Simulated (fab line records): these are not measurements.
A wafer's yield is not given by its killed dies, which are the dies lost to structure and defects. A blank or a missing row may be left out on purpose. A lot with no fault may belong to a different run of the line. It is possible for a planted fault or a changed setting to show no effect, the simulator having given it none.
fab line records / flow nandHarc / part 2 of 2: steps 5 to 6 of 6
record lots=23 wafers=69 lastDay=25
route steps=1159 shown P_GATE@187 P_M2@331 P_BONDPAD@353
lots with no fault: from the same line, run without faults
startH: hours from the record's opening day to when the first of the lot's shown wafers began / waitH: how many hours have passed since the lot's step before this one / " identical to the entry in the row above / L1.1+2: a row that stands for several wafers / - no value present, or no start provided / * or withheld: withheld / < > ~ a bound
route shown NAME@n: a module of which the file shows steps, and the number in the route of the first / usual: average and standard deviation across the fault-free wafers / same: alike in all rows / chamber/n: place in a boat / sites: each site's reading / _std_site: standard deviation of those values / _edge_site: outer sites' mean less inner sites' / radiusMm: for every site, how far away it sits from the centre of the wafer / mask NAME#n: copy n / behind: tool/chamber where the wafer was last shaped / hold: why the lot was held/for how many hours/how that ended / device: whichever transistor did not switch (one of n, p or np) / end of line: the route-end tests of the same wafers / a step given without rows: its recipe and nothing more / killed: the dies lost at the first sort to structure and to defects; this is not the yield of the wafer / map: a wafer's dies, x killed, . not, _ none there
set.NAME: the run value of the setting; set.NAME@STEP: its run value at that earlier step / model.NAME: the simulator's own value behind a step, which no gauge read
route steps across a sampled set of lots; one table per step, one row per wafer
services: from which hour (startH, from the record's first day; less than 0 if before it) a tool's chamber was out of use, for how many hours, and why
## steps
# step NHARC_P_BONDPAD_THK_MEAS_33
# recipe thkMeasGauge=ellipsometry
# usual thkNm=199.0/1.5
lot.wafer=L074.1 tool=filmMetro-02 chamber=- startH=139.06 waitH=0.2 thkNm=199.4
lot.wafer=L074.2 tool=filmMetro-02 chamber=- startH=139.06 waitH=0.2 thkNm=200.2
lot.wafer=L074.3 tool=filmMetro-02 chamber=- startH=139.06 waitH=0.2 thkNm=198.2
lot.wafer=L075.2 tool=filmMetro-01 chamber=- startH=139.47 waitH=0.2 thkNm=199.8
lot.wafer=L075.3 tool=filmMetro-01 chamber=- startH=139.47 waitH=0.2 thkNm=200.2
lot.wafer=L075.4 tool=filmMetro-01 chamber=- startH=139.47 waitH=0.2 thkNm=199.2
lot.wafer=L076.2 tool=filmMetro-01 chamber=- startH=146.20 waitH=0.2 thkNm=200.0
lot.wafer=L076.5 tool=filmMetro-01 chamber=- startH=146.20 waitH=0.2 thkNm=197.7
lot.wafer=L076.6 tool=filmMetro-01 chamber=- startH=146.20 waitH=0.2 thkNm=199.5
lot.wafer=L077.1 tool=filmMetro-02 chamber=- startH=147.34 waitH=0.2 thkNm=198.1
lot.wafer=L077.3 tool=filmMetro-02 chamber=- startH=147.34 waitH=0.2 thkNm=199.1
lot.wafer=L077.4 tool=filmMetro-02 chamber=- startH=147.34 waitH=0.2 thkNm=199.7
lot.wafer=L078.2 tool=filmMetro-02 chamber=- startH=147.98 waitH=0.2 thkNm=199.6
lot.wafer=L078.5 tool=filmMetro-02 chamber=- startH=147.98 waitH=0.2 thkNm=198.7
lot.wafer=L078.6 tool=filmMetro-02 chamber=- startH=147.98 waitH=0.2 thkNm=199.1
lot.wafer=L079.1 tool=filmMetro-01 chamber=- startH=161.48 waitH=0.2 thkNm=197.0
lot.wafer=L079.4 tool=filmMetro-01 chamber=- startH=161.48 waitH=0.2 thkNm=200.2
lot.wafer=L079.6 tool=filmMetro-01 chamber=- startH=161.48 waitH=0.2 thkNm=199.3
lot.wafer=L081.1 tool=filmMetro-02 chamber=- startH=172.74 waitH=0.1 thkNm=199.9
lot.wafer=L081.2 tool=filmMetro-02 chamber=- startH=172.74 waitH=0.1 thkNm=200.4
lot.wafer=L081.5 tool=filmMetro-02 chamber=- startH=172.74 waitH=0.1 thkNm=197.1
lot.wafer=L080.1 tool=filmMetro-01 chamber=- startH=173.45 waitH=0.2 thkNm=197.8
lot.wafer=L080.5 tool=filmMetro-01 chamber=- startH=173.45 waitH=0.2 thkNm=199.5
lot.wafer=L080.6 tool=filmMetro-01 chamber=- startH=173.45 waitH=0.2 thkNm=197.6
lot.wafer=L083.1 tool=filmMetro-02 chamber=- startH=181.49 waitH=0.2 thkNm=199.8
lot.wafer=L083.2 tool=filmMetro-02 chamber=- startH=181.49 waitH=0.2 thkNm=198.8
lot.wafer=L083.5 tool=filmMetro-02 chamber=- startH=181.49 waitH=0.2 thkNm=199.6
lot.wafer=L082.1 tool=filmMetro-02 chamber=- startH=184.67 waitH=0.2 thkNm=200.5
lot.wafer=L082.2 tool=filmMetro-02 chamber=- startH=184.67 waitH=0.2 thkNm=199.1
lot.wafer=L082.5 tool=filmMetro-02 chamber=- startH=184.67 waitH=0.2 thkNm=199.8
lot.wafer=L084.4 tool=filmMetro-01 chamber=- startH=185.46 waitH=0.2 thkNm=200.9
lot.wafer=L084.5 tool=filmMetro-01 chamber=- startH=185.46 waitH=0.2 thkNm=201.6
lot.wafer=L084.6 tool=filmMetro-01 chamber=- startH=185.46 waitH=0.2 thkNm=196.5
lot.wafer=L086.1 tool=filmMetro-02 chamber=- startH=206.66 waitH=0.1 thkNm=196.3
lot.wafer=L086.2 tool=filmMetro-02 chamber=- startH=206.66 waitH=0.1 thkNm=199.3
lot.wafer=L086.6 tool=filmMetro-02 chamber=- startH=206.66 waitH=0.1 thkNm=202.0
lot.wafer=L087.1 tool=filmMetro-02 chamber=- startH=206.97 waitH=0.2 thkNm=197.9
lot.wafer=L087.3 tool=filmMetro-02 chamber=- startH=206.97 waitH=0.2 thkNm=200.6
lot.wafer=L087.5 tool=filmMetro-02 chamber=- startH=206.97 waitH=0.2 thkNm=200.0
lot.wafer=L085.1 tool=filmMetro-01 chamber=- startH=207.37 waitH=0.2 thkNm=202.3
lot.wafer=L085.4 tool=filmMetro-01 chamber=- startH=207.37 waitH=0.2 thkNm=200.9
lot.wafer=L085.6 tool=filmMetro-01 chamber=- startH=207.37 waitH=0.2 thkNm=199.6
lot.wafer=L088.1 tool=filmMetro-01 chamber=- startH=209.52 waitH=0.2 thkNm=198.1
lot.wafer=L088.4 tool=filmMetro-01 chamber=- startH=209.52 waitH=0.2 thkNm=196.4
lot.wafer=L088.5 tool=filmMetro-01 chamber=- startH=209.52 waitH=0.2 thkNm=199.2
lot.wafer=L090.1 tool=filmMetro-02 chamber=- startH=224.20 waitH=0.2 thkNm=199.2
lot.wafer=L090.4 tool=filmMetro-02 chamber=- startH=224.20 waitH=0.2 thkNm=197.4
lot.wafer=L090.6 tool=filmMetro-02 chamber=- startH=224.20 waitH=0.2 thkNm=197.8
lot.wafer=L091.1 tool=filmMetro-02 chamber=- startH=231.56 waitH=0.2 thkNm=198.7
lot.wafer=L091.2 tool=filmMetro-02 chamber=- startH=231.56 waitH=0.2 thkNm=197.7
lot.wafer=L091.3 tool=filmMetro-02 chamber=- startH=231.56 waitH=0.2 thkNm=197.8
lot.wafer=L092.1 tool=filmMetro-02 chamber=- startH=234.01 waitH=0.2 thkNm=201.8
lot.wafer=L092.2 tool=filmMetro-02 chamber=- startH=234.01 waitH=0.2 thkNm=198.8
lot.wafer=L092.6 tool=filmMetro-02 chamber=- startH=234.01 waitH=0.2 thkNm=200.5
lot.wafer=L093.1 tool=filmMetro-01 chamber=- startH=243.38 waitH=0.1 thkNm=196.5
lot.wafer=L093.3 tool=filmMetro-01 chamber=- startH=243.38 waitH=0.1 thkNm=198.8
lot.wafer=L093.6 tool=filmMetro-01 chamber=- startH=243.38 waitH=0.1 thkNm=197.9
lot.wafer=L094.2 tool=filmMetro-01 chamber=- startH=248.59 waitH=0.2 thkNm=198.7
lot.wafer=L094.4 tool=filmMetro-01 chamber=- startH=248.59 waitH=0.2 thkNm=198.6
lot.wafer=L094.5 tool=filmMetro-01 chamber=- startH=248.59 waitH=0.2 thkNm=197.9
lot.wafer=L095.3 tool=filmMetro-01 chamber=- startH=250.05 waitH=0.2 thkNm=196.7
lot.wafer=L095.4 tool=filmMetro-01 chamber=- startH=250.05 waitH=0.2 thkNm=202.2
lot.wafer=L095.5 tool=filmMetro-01 chamber=- startH=250.05 waitH=0.2 thkNm=197.7
lot.wafer=L096.1 tool=filmMetro-01 chamber=- startH=254.69 waitH=0.2 thkNm=197.2
lot.wafer=L096.2 tool=filmMetro-01 chamber=- startH=254.69 waitH=0.2 thkNm=199.1
lot.wafer=L096.6 tool=filmMetro-01 chamber=- startH=254.69 waitH=0.2 thkNm=199.8
lot.wafer=L097.3 tool=filmMetro-01 chamber=- startH=265.45 waitH=0.2 thkNm=198.3
lot.wafer=L097.4 tool=filmMetro-01 chamber=- startH=265.45 waitH=0.2 thkNm=201.8
lot.wafer=L097.6 tool=filmMetro-01 chamber=- startH=265.45 waitH=0.2 thkNm=203.5
# step NHARC_P_BONDPAD_ACTIVATE_29
# recipe timeS=60 n2FlowSccm=200 arFlowSccm=0 biasPowerW=0 chemistry=N2
# usual drypumpMotorCurrentA=5.8/0.32 n2FlowSccm=200.0/0.57 oesProductAu=0.995/0.012 rfVppV=64.0/0.87 showerheadPlenumPTorr=1.75/0.044
lot.wafer=L074.2 tool=rieDiel-03 chamber=2 startH=142.84 waitH=0.1 drypumpMotorCurrentA=5.9 n2FlowSccm=199.9 oesProductAu=1.003 rfHoursCounterH=8 rfVppV=63.4 showerheadPlenumPTorr=1.80
lot.wafer=L074.3 tool=rieDiel-03 chamber=3 startH=142.84 waitH=0.1 drypumpMotorCurrentA=6.1 n2FlowSccm=199.7 oesProductAu=1.002 rfHoursCounterH=9 rfVppV=64.3 showerheadPlenumPTorr=1.78
lot.wafer=L074.1 tool=rieDiel-03 chamber=0 startH=142.84 waitH=0.1 drypumpMotorCurrentA=5.4 n2FlowSccm=199.5 oesProductAu=0.976 rfHoursCounterH=9 rfVppV=61.9 showerheadPlenumPTorr=1.71
lot.wafer=L075.3 tool=rieDiel-03 chamber=1 startH=142.94 waitH=0.1 drypumpMotorCurrentA=6.0 n2FlowSccm=200.4 oesProductAu=1.008 rfHoursCounterH=9 rfVppV=63.0 showerheadPlenumPTorr=1.71
lot.wafer=L075.4 tool=rieDiel-03 chamber=2 startH=142.94 waitH=0.1 drypumpMotorCurrentA=5.9 n2FlowSccm=200.0 oesProductAu=1.001 rfHoursCounterH=8 rfVppV=64.5 showerheadPlenumPTorr=1.80
lot.wafer=L075.2 tool=rieDiel-03 chamber=3 startH=142.94 waitH=0.1 drypumpMotorCurrentA=6.1 n2FlowSccm=200.0 oesProductAu=1.004 rfHoursCounterH=9 rfVppV=63.8 showerheadPlenumPTorr=1.78
lot.wafer=L076.2 tool=rieDiel-03 chamber=3 startH=149.92 waitH=0.1 drypumpMotorCurrentA=6.1 n2FlowSccm=199.6 oesProductAu=1.006 rfHoursCounterH=10 rfVppV=63.4 showerheadPlenumPTorr=1.78
lot.wafer=L076.5 tool=rieDiel-03 chamber=0 startH=149.92 waitH=0.1 drypumpMotorCurrentA=5.4 n2FlowSccm=200.6 oesProductAu=0.978 rfHoursCounterH=- rfVppV=64.3 showerheadPlenumPTorr=1.71
lot.wafer=L076.6 tool=rieDiel-03 chamber=1 startH=149.92 waitH=0.1 drypumpMotorCurrentA=6.0 n2FlowSccm=199.6 oesProductAu=0.996 rfHoursCounterH=- rfVppV=62.5 showerheadPlenumPTorr=1.71
lot.wafer=L077.4 tool=rieDiel-03 chamber=1 startH=150.97 waitH=0.1 drypumpMotorCurrentA=6.0 n2FlowSccm=200.6 oesProductAu=1.007 rfHoursCounterH=10 rfVppV=63.1 showerheadPlenumPTorr=1.71
lot.wafer=L077.1 tool=rieDiel-03 chamber=2 startH=150.97 waitH=0.1 drypumpMotorCurrentA=5.9 n2FlowSccm=201.1 oesProductAu=1.000 rfHoursCounterH=9 rfVppV=64.2 showerheadPlenumPTorr=1.80
lot.wafer=L077.3 tool=rieDiel-03 chamber=3 startH=150.97 waitH=0.1 drypumpMotorCurrentA=6.1 n2FlowSccm=200.5 oesProductAu=1.010 rfHoursCounterH=10 rfVppV=64.5 showerheadPlenumPTorr=1.78
lot.wafer=L078.2 tool=rieDiel-03 chamber=2 startH=151.90 waitH=0.1 drypumpMotorCurrentA=5.9 n2FlowSccm=200.5 oesProductAu=0.995 rfHoursCounterH=9 rfVppV=64.7 showerheadPlenumPTorr=1.80
lot.wafer=L078.6 tool=rieDiel-03 chamber=0 startH=151.90 waitH=0.1 drypumpMotorCurrentA=5.4 n2FlowSccm=198.4 oesProductAu=0.979 rfHoursCounterH=- rfVppV=62.8 showerheadPlenumPTorr=1.71
lot.wafer=L078.5 tool=rieDiel-03 chamber=1 startH=151.90 waitH=0.1 drypumpMotorCurrentA=6.0 n2FlowSccm=199.7 oesProductAu=0.997 rfHoursCounterH=- rfVppV=62.6 showerheadPlenumPTorr=1.71
lot.wafer=L079.1 tool=rieDiel-03 chamber=0 startH=165.01 waitH=0.1 drypumpMotorCurrentA=5.4 n2FlowSccm=199.8 oesProductAu=0.973 rfHoursCounterH=11 rfVppV=63.5 showerheadPlenumPTorr=1.71
lot.wafer=L079.4 tool=rieDiel-03 chamber=1 startH=165.01 waitH=0.1 drypumpMotorCurrentA=6.0 n2FlowSccm=200.0 oesProductAu=0.993 rfHoursCounterH=- rfVppV=62.5 showerheadPlenumPTorr=1.71
lot.wafer=L079.6 tool=rieDiel-03 chamber=3 startH=165.01 waitH=0.1 drypumpMotorCurrentA=6.0 n2FlowSccm=199.6 oesProductAu=1.003 rfHoursCounterH=- rfVppV=64.7 showerheadPlenumPTorr=1.78
lot.wafer=L081.1 tool=rieDiel-03 chamber=2 startH=176.12 waitH=0.1 drypumpMotorCurrentA=5.9 n2FlowSccm=200.9 oesProductAu=0.995 rfHoursCounterH=10 rfVppV=63.9 showerheadPlenumPTorr=1.80
lot.wafer=L081.2 tool=rieDiel-03 chamber=0 startH=176.12 waitH=0.1 drypumpMotorCurrentA=5.4 n2FlowSccm=200.3 oesProductAu=0.981 rfHoursCounterH=11 rfVppV=64.2 showerheadPlenumPTorr=1.71
lot.wafer=L081.5 tool=rieDiel-03 chamber=2 startH=176.12 waitH=0.1 drypumpMotorCurrentA=5.9 n2FlowSccm=200.2 oesProductAu=1.005 rfHoursCounterH=- rfVppV=65.0 showerheadPlenumPTorr=1.80
lot.wafer=L080.1 tool=rieDiel-03 chamber=3 startH=176.88 waitH=0.1 drypumpMotorCurrentA=6.1 n2FlowSccm=200.2 oesProductAu=1.003 rfHoursCounterH=11 rfVppV=64.4 showerheadPlenumPTorr=1.78
lot.wafer=L080.5 tool=rieDiel-03 chamber=3 startH=176.88 waitH=0.1 drypumpMotorCurrentA=6.1 n2FlowSccm=200.3 oesProductAu=1.007 rfHoursCounterH=- rfVppV=63.7 showerheadPlenumPTorr=1.78
lot.wafer=L080.6 tool=rieDiel-03 chamber=0 startH=176.88 waitH=0.1 drypumpMotorCurrentA=5.4 n2FlowSccm=199.6 oesProductAu=0.988 rfHoursCounterH=- rfVppV=61.5 showerheadPlenumPTorr=1.71
lot.wafer=L083.1 tool=rieDiel-03 chamber=2 startH=184.89 waitH=0.1 drypumpMotorCurrentA=5.9 n2FlowSccm=200.0 oesProductAu=0.998 rfHoursCounterH=11 rfVppV=63.1 showerheadPlenumPTorr=1.80
lot.wafer=L083.2 tool=rieDiel-03 chamber=3 startH=184.89 waitH=0.1 drypumpMotorCurrentA=6.0 n2FlowSccm=199.9 oesProductAu=0.995 rfHoursCounterH=12 rfVppV=64.4 showerheadPlenumPTorr=1.78
lot.wafer=L083.5 tool=rieDiel-03 chamber=2 startH=184.89 waitH=0.1 drypumpMotorCurrentA=5.9 n2FlowSccm=200.6 oesProductAu=0.991 rfHoursCounterH=- rfVppV=64.2 showerheadPlenumPTorr=1.80
lot.wafer=L082.1 tool=rieDiel-01 chamber=1 startH=188.00 waitH=0.1 drypumpMotorCurrentA=5.8 n2FlowSccm=200.5 oesProductAu=1.002 rfHoursCounterH=16 rfVppV=65.1 showerheadPlenumPTorr=1.83
lot.wafer=L082.2 tool=rieDiel-01 chamber=2 startH=188.00 waitH=0.1 drypumpMotorCurrentA=5.9 n2FlowSccm=200.0 oesProductAu=0.993 rfHoursCounterH=16 rfVppV=62.8 showerheadPlenumPTorr=1.75
lot.wafer=L082.5 tool=rieDiel-01 chamber=1 startH=188.00 waitH=0.1 drypumpMotorCurrentA=5.8 n2FlowSccm=199.9 oesProductAu=0.999 rfHoursCounterH=- rfVppV=65.3 showerheadPlenumPTorr=1.83
lot.wafer=L084.4 tool=rieDiel-03 chamber=0 startH=188.92 waitH=0.1 drypumpMotorCurrentA=5.4 n2FlowSccm=199.9 oesProductAu=0.971 rfHoursCounterH=13 rfVppV=64.9 showerheadPlenumPTorr=1.71
lot.wafer=L084.6 tool=rieDiel-03 chamber=1 startH=188.92 waitH=0.1 drypumpMotorCurrentA=6.0 n2FlowSccm=199.1 oesProductAu=1.004 rfHoursCounterH=- rfVppV=63.5 showerheadPlenumPTorr=1.71
lot.wafer=L084.5 tool=rieDiel-03 chamber=2 startH=188.92 waitH=0.1 drypumpMotorCurrentA=5.9 n2FlowSccm=199.3 oesProductAu=0.999 rfHoursCounterH=- rfVppV=64.8 showerheadPlenumPTorr=1.80
lot.wafer=L086.2 tool=rieDiel-03 chamber=2 startH=210.11 waitH=0.1 drypumpMotorCurrentA=5.9 n2FlowSccm=199.5 oesProductAu=0.995 rfHoursCounterH=14 rfVppV=63.9 showerheadPlenumPTorr=1.80
lot.wafer=L086.1 tool=rieDiel-03 chamber=3 startH=210.11 waitH=0.1 drypumpMotorCurrentA=6.1 n2FlowSccm=200.3 oesProductAu=1.007 rfHoursCounterH=14 rfVppV=65.0 showerheadPlenumPTorr=1.78
lot.wafer=L086.6 tool=rieDiel-03 chamber=1 startH=210.11 waitH=0.1 drypumpMotorCurrentA=6.0 n2FlowSccm=199.5 oesProductAu=0.989 rfHoursCounterH=- rfVppV=64.0 showerheadPlenumPTorr=1.71
lot.wafer=L087.3 tool=rieDiel-03 chamber=2 startH=210.41 waitH=0.1 drypumpMotorCurrentA=5.9 n2FlowSccm=201.0 oesProductAu=0.998 rfHoursCounterH=14 rfVppV=63.9 showerheadPlenumPTorr=1.80
lot.wafer=L087.1 tool=rieDiel-03 chamber=3 startH=210.41 waitH=0.1 drypumpMotorCurrentA=6.1 n2FlowSccm=200.2 oesProductAu=1.004 rfHoursCounterH=14 rfVppV=64.1 showerheadPlenumPTorr=1.78
lot.wafer=L087.5 tool=rieDiel-03 chamber=1 startH=210.41 waitH=0.1 drypumpMotorCurrentA=6.0 n2FlowSccm=198.8 oesProductAu=0.987 rfHoursCounterH=- rfVppV=63.4 showerheadPlenumPTorr=1.71
lot.wafer=L085.4 tool=rieDiel-08 chamber=0 startH=210.79 waitH=0.1 drypumpMotorCurrentA=6.1 n2FlowSccm=199.8 oesProductAu=0.979 rfHoursCounterH=32 rfVppV=62.8 showerheadPlenumPTorr=1.67
lot.wafer=L085.1 tool=rieDiel-08 chamber=2 startH=210.79 waitH=0.1 drypumpMotorCurrentA=5.9 n2FlowSccm=200.5 oesProductAu=1.010 rfHoursCounterH=28 rfVppV=64.0 showerheadPlenumPTorr=1.83
lot.wafer=L085.6 tool=rieDiel-08 chamber=0 startH=210.79 waitH=0.1 drypumpMotorCurrentA=6.1 n2FlowSccm=198.6 oesProductAu=0.978 rfHoursCounterH=- rfVppV=64.3 showerheadPlenumPTorr=1.67
lot.wafer=L088.1 tool=rieDiel-03 chamber=1 startH=212.82 waitH=0.1 drypumpMotorCurrentA=6.0 n2FlowSccm=200.7 oesProductAu=0.986 rfHoursCounterH=15 rfVppV=64.8 showerheadPlenumPTorr=1.71
lot.wafer=L088.4 tool=rieDiel-03 chamber=3 startH=212.82 waitH=0.1 drypumpMotorCurrentA=6.1 n2FlowSccm=200.3 oesProductAu=0.986 rfHoursCounterH=15 rfVppV=65.5 showerheadPlenumPTorr=1.78
lot.wafer=L088.5 tool=rieDiel-03 chamber=2 startH=212.82 waitH=0.1 drypumpMotorCurrentA=5.9 n2FlowSccm=199.4 oesProductAu=0.983 rfHoursCounterH=- rfVppV=62.8 showerheadPlenumPTorr=1.80
lot.wafer=L090.4 tool=rieDiel-03 chamber=3 startH=227.52 waitH=0.1 drypumpMotorCurrentA=6.1 n2FlowSccm=201.2 oesProductAu=1.006 rfHoursCounterH=0 rfVppV=65.0 showerheadPlenumPTorr=1.78
lot.wafer=L090.1 tool=rieDiel-03 chamber=2 startH=227.52 waitH=0.1 drypumpMotorCurrentA=5.9 n2FlowSccm=200.3 oesProductAu=1.013 rfHoursCounterH=0 rfVppV=63.4 showerheadPlenumPTorr=1.80
lot.wafer=L090.6 tool=rieDiel-03 chamber=3 startH=227.52 waitH=0.1 drypumpMotorCurrentA=6.1 n2FlowSccm=200.5 oesProductAu=1.006 rfHoursCounterH=- rfVppV=64.2 showerheadPlenumPTorr=1.78
lot.wafer=L091.1 tool=rieDiel-03 chamber=2 startH=235.03 waitH=0.1 drypumpMotorCurrentA=5.9 n2FlowSccm=199.2 oesProductAu=1.006 rfHoursCounterH=1 rfVppV=63.1 showerheadPlenumPTorr=1.80
lot.wafer=L091.3 tool=rieDiel-03 chamber=0 startH=235.03 waitH=0.1 drypumpMotorCurrentA=5.4 n2FlowSccm=199.5 oesProductAu=0.993 rfHoursCounterH=1 rfVppV=64.7 showerheadPlenumPTorr=1.71
lot.wafer=L091.2 tool=rieDiel-03 chamber=1 startH=235.03 waitH=0.1 drypumpMotorCurrentA=6.0 n2FlowSccm=200.7 oesProductAu=1.001 rfHoursCounterH=1 rfVppV=64.3 showerheadPlenumPTorr=1.71
lot.wafer=L092.2 tool=rieDiel-03 chamber=0 startH=237.69 waitH=0.1 drypumpMotorCurrentA=5.4 n2FlowSccm=200.1 oesProductAu=0.998 rfHoursCounterH=1 rfVppV=64.3 showerheadPlenumPTorr=1.71
lot.wafer=L092.1 tool=rieDiel-03 chamber=2 startH=237.69 waitH=0.1 drypumpMotorCurrentA=5.9 n2FlowSccm=200.1 oesProductAu=1.006 rfHoursCounterH=1 rfVppV=65.0 showerheadPlenumPTorr=1.80
lot.wafer=L092.6 tool=rieDiel-03 chamber=1 startH=237.69 waitH=0.1 drypumpMotorCurrentA=6.0 n2FlowSccm=200.9 oesProductAu=0.986 rfHoursCounterH=- rfVppV=65.6 showerheadPlenumPTorr=1.71
lot.wafer=L093.1 tool=rieDiel-03 chamber=0 startH=246.66 waitH=0.1 drypumpMotorCurrentA=5.4 n2FlowSccm=199.6 oesProductAu=0.993 rfHoursCounterH=2 rfVppV=64.3 showerheadPlenumPTorr=1.71
lot.wafer=L093.3 tool=rieDiel-03 chamber=3 startH=246.66 waitH=0.1 drypumpMotorCurrentA=6.1 n2FlowSccm=200.1 oesProductAu=1.019 rfHoursCounterH=2 rfVppV=64.3 showerheadPlenumPTorr=1.78
lot.wafer=L093.6 tool=rieDiel-03 chamber=1 startH=246.66 waitH=0.1 drypumpMotorCurrentA=6.0 n2FlowSccm=199.9 oesProductAu=0.999 rfHoursCounterH=- rfVppV=63.6 showerheadPlenumPTorr=1.71
lot.wafer=L094.2 tool=rieDiel-08 chamber=3 startH=252.12 waitH=0.1 drypumpMotorCurrentA=5.3 n2FlowSccm=200.2 oesProductAu=0.984 rfHoursCounterH=47 rfVppV=64.3 showerheadPlenumPTorr=1.82
lot.wafer=L094.5 tool=rieDiel-08 chamber=2 startH=252.12 waitH=0.1 drypumpMotorCurrentA=5.9 n2FlowSccm=200.6 oesProductAu=1.007 rfHoursCounterH=- rfVppV=63.1 showerheadPlenumPTorr=1.83
lot.wafer=L094.4 tool=rieDiel-08 chamber=3 startH=252.12 waitH=0.1 drypumpMotorCurrentA=5.3 n2FlowSccm=199.9 oesProductAu=0.985 rfHoursCounterH=- rfVppV=64.8 showerheadPlenumPTorr=1.82
lot.wafer=L095.3 tool=rieDiel-03 chamber=1 startH=253.38 waitH=0.1 drypumpMotorCurrentA=6.0 n2FlowSccm=200.2 oesProductAu=0.995 rfHoursCounterH=2 rfVppV=65.2 showerheadPlenumPTorr=1.71
lot.wafer=L095.4 tool=rieDiel-03 chamber=2 startH=253.38 waitH=0.1 drypumpMotorCurrentA=5.9 n2FlowSccm=201.5 oesProductAu=1.009 rfHoursCounterH=2 rfVppV=63.0 showerheadPlenumPTorr=1.80
lot.wafer=L095.5 tool=rieDiel-03 chamber=3 startH=253.38 waitH=0.1 drypumpMotorCurrentA=6.1 n2FlowSccm=199.9 oesProductAu=1.012 rfHoursCounterH=- rfVppV=63.7 showerheadPlenumPTorr=1.78
lot.wafer=L096.2 tool=rieDiel-08 chamber=1 startH=258.07 waitH=0.1 drypumpMotorCurrentA=5.0 n2FlowSccm=200.1 oesProductAu=0.992 rfHoursCounterH=46 rfVppV=63.7 showerheadPlenumPTorr=1.72
lot.wafer=L096.1 tool=rieDiel-08 chamber=2 startH=258.07 waitH=0.1 drypumpMotorCurrentA=5.9 n2FlowSccm=199.6 oesProductAu=1.007 rfHoursCounterH=45 rfVppV=65.3 showerheadPlenumPTorr=1.83
lot.wafer=L096.6 tool=rieDiel-08 chamber=0 startH=258.07 waitH=0.1 drypumpMotorCurrentA=6.1 n2FlowSccm=200.0 oesProductAu=0.975 rfHoursCounterH=- rfVppV=63.1 showerheadPlenumPTorr=1.67
lot.wafer=L097.4 tool=rieDiel-01 chamber=2 startH=268.87 waitH=0.1 drypumpMotorCurrentA=5.9 n2FlowSccm=199.3 oesProductAu=0.981 rfHoursCounterH=44 rfVppV=63.4 showerheadPlenumPTorr=1.74
lot.wafer=L097.3 tool=rieDiel-01 chamber=0 startH=268.87 waitH=0.1 drypumpMotorCurrentA=6.6 n2FlowSccm=199.5 oesProductAu=0.971 rfHoursCounterH=46 rfVppV=64.4 showerheadPlenumPTorr=1.72
lot.wafer=L097.6 tool=rieDiel-01 chamber=2 startH=268.87 waitH=0.1 drypumpMotorCurrentA=5.9 n2FlowSccm=199.8 oesProductAu=0.994 rfHoursCounterH=- rfVppV=63.6 showerheadPlenumPTorr=1.74
## services
tool=rieDiel-03 chamber=2 startH=105.56 hours=2.8 kind=repair
tool=rieDiel-01 chamber=2 startH=109.13 hours=8.1 kind=repair
tool=rieDiel-02 chamber=- startH=115.16 hours=0.4 kind=repair
tool=rieDiel-08 chamber=- startH=124.82 hours=9.0 kind=pm
tool=rieDiel-03 chamber=2 startH=127.68 hours=7.1 kind=repair
tool=rieDiel-06 chamber=2 startH=137.59 hours=1.5 kind=repair
tool=rieDiel-01 chamber=- startH=137.95 hours=9.0 kind=pm
tool=rieDiel-05 chamber=1 startH=140.06 hours=5.8 kind=repair
tool=rieDiel-02 chamber=1 startH=149.00 hours=4.4 kind=repair
tool=rieDiel-02 chamber=- startH=151.47 hours=9.0 kind=pm
tool=rieDiel-03 chamber=2 startH=155.35 hours=11.9 kind=repair
tool=rieDiel-05 chamber=- startH=163.69 hours=9.0 kind=pm
tool=rieDiel-08 chamber=2 startH=167.35 hours=5.3 kind=repair
tool=rieDiel-05 chamber=1 startH=181.30 hours=29.0 kind=repair
tool=rieDiel-06 chamber=- startH=185.59 hours=0.4 kind=repair
tool=rieDiel-05 chamber=0 startH=192.09 hours=8.7 kind=repair
tool=rieDiel-03 chamber=3 startH=198.12 hours=6.9 kind=repair
tool=rieDiel-01 chamber=3 startH=200.12 hours=7.1 kind=repair
tool=rieDiel-06 chamber=1 startH=202.30 hours=1.3 kind=repair
tool=rieDiel-03 chamber=- startH=215.31 hours=9.0 kind=pm
tool=rieDiel-08 chamber=0 startH=240.17 hours=12.9 kind=repair
tool=rieDiel-06 chamber=- startH=241.20 hours=9.0 kind=pm
tool=rieDiel-05 chamber=3 startH=260.47 hours=132.0 kind=repair
tool=rieDiel-02 chamber=3 startH=267.86 hours=7.5 kind=repair
